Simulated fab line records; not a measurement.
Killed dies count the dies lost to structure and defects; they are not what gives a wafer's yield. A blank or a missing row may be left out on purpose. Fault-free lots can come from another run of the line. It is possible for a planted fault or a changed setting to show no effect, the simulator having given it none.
Which tool did it? :: flow n5Finfet :: 10 lots with 30 wafers sampled at 4 steps, on a route of 1938 steps

## WHAT THE GAUGES READ, wafer by wafer
N5_DUMMY_GATE_OVL_MEAS_16.
lot: L075
measured: day 3 08:12
on: overlay-02
GATE_OVL (nm): 0.1 0.3 0.7

lot: L077
measured: day 3 16:59
on: overlay-02
GATE_OVL (nm): -0.9 0.0 -0.3

lot: L081
measured: day 4 15:40
on: overlay-02
GATE_OVL (nm): 0.8 0.6 -0.6

lot: L083
measured: day 5 03:37
on: overlay-01
GATE_OVL (nm): -0.3 -0.2 0.2

lot: L085
measured: day 5 17:49
on: overlay-02
GATE_OVL (nm): -0.5 -0.1 -0.4

lot: L087
measured: day 6 04:50
on: overlay-02
GATE_OVL (nm): -0.7 -0.5 -0.6

lot: L090
measured: day 7 00:20
on: overlay-02
GATE_OVL (nm): -0.3 1.2 0.6

lot: L092
measured: day 7 10:37
on: overlay-02
GATE_OVL (nm): 0.2 0.4 0.3

lot: L094
measured: day 7 23:20
on: overlay-02
GATE_OVL (nm): -1.1 -0.3 0.2

lot: L097
measured: day 8 19:56
on: overlay-01
GATE_OVL (nm): 0.5 0.0 -0.8

## TOOL THAT RAN EACH LOT (tool first, then ch and the chambers of the sampled wafers, then the start)
lot: L075
N5_FIN_CUT_DESCUM_13: rieDiel-04 ch 0,1, day 2 11:11
N5_FIN_CUT_ETCH_20: rieDiel-04 ch 0,1, day 2 11:14
N5_FIN_CUT_STRIP_24: rieDiel-04 ch 0,1, day 2 11:36

lot: L077
N5_FIN_CUT_DESCUM_13: rieDiel-01 ch 1,3, day 2 21:46
N5_FIN_CUT_ETCH_20: rieDiel-01 ch 1,3, day 2 21:49
N5_FIN_CUT_STRIP_24: rieDiel-01 ch 1,3, day 2 22:11

lot: L081
N5_FIN_CUT_DESCUM_13: rieDiel-04 ch 2,3, day 3 20:41
N5_FIN_CUT_ETCH_20: rieDiel-04 ch 2,3, day 3 20:44
N5_FIN_CUT_STRIP_24: rieDiel-04 ch 2,3, day 3 21:06

lot: L083
N5_FIN_CUT_DESCUM_13: rieDiel-03 ch 1,2, day 4 09:10
N5_FIN_CUT_ETCH_20: rieDiel-03 ch 1,2, day 4 09:13
N5_FIN_CUT_STRIP_24: rieDiel-03 ch 1,2, day 4 09:34

lot: L085
N5_FIN_CUT_DESCUM_13: rieDiel-03 ch 0,1,2, day 4 22:38
N5_FIN_CUT_ETCH_20: rieDiel-03 ch 0,1,2, day 4 22:41
N5_FIN_CUT_STRIP_24: rieDiel-03 ch 0,1,2, day 4 23:03

lot: L087
N5_FIN_CUT_DESCUM_13: rieDiel-04 ch 0,1,2, day 5 09:43
N5_FIN_CUT_ETCH_20: rieDiel-04 ch 0,1,2, day 5 09:46
N5_FIN_CUT_STRIP_24: rieDiel-04 ch 0,1,2, day 5 10:08

lot: L090
N5_FIN_CUT_DESCUM_13: rieDiel-04 ch 0,1, day 6 04:51
N5_FIN_CUT_ETCH_20: rieDiel-04 ch 0,1, day 6 04:55
N5_FIN_CUT_STRIP_24: rieDiel-04 ch 0,1, day 6 05:16

lot: L092
N5_FIN_CUT_DESCUM_13: rieDiel-03 ch 0,1,2, day 6 15:17
N5_FIN_CUT_ETCH_20: rieDiel-03 ch 0,1,2, day 6 15:20
N5_FIN_CUT_STRIP_24: rieDiel-03 ch 0,1,2, day 6 15:42

lot: L094
N5_FIN_CUT_DESCUM_13: rieDiel-04 ch 0,2,3, day 7 04:37
N5_FIN_CUT_ETCH_20: rieDiel-04 ch 0,2,3, day 7 04:41
N5_FIN_CUT_STRIP_24: rieDiel-04 ch 0,2,3, day 7 05:02

lot: L097
N5_FIN_CUT_DESCUM_13: rieDiel-01 ch 2,3, day 8 00:13
N5_FIN_CUT_ETCH_20: rieDiel-01 ch 2,3, day 8 00:17
N5_FIN_CUT_STRIP_24: rieDiel-01 ch 2,3, day 8 00:38
- N5_FIN_CUT_DESCUM_13: chemistry O2, time 7 s.
- N5_FIN_CUT_ETCH_20: etches SiARC in CF4, target depth 26 nm, time 43.3 s.
- N5_FIN_CUT_STRIP_24: strips in CF4.

## THE ANSWER, worked out from the rows above alone
Rule: the usual values come from the lots themselves. Put in order of their means at a reading, lots are off if they are a third of the lots or fewer, leave a main group of 4 or more, and stand apart from it by a gap of 3 or more times the standard deviation of the main group's means; of several such gaps the widest counts. A main group whose means are all the same, to the digits that the tables above print for the reading, isn't used. A lot without any number at a reading at which 4 lots or more have one is off too. The other lots that the step has rows for count as sound.
No lot is off on any of the readings shown, so nothing can be concluded from this.

## WHAT HAD BEEN PUT IN BY THE SIMULATOR
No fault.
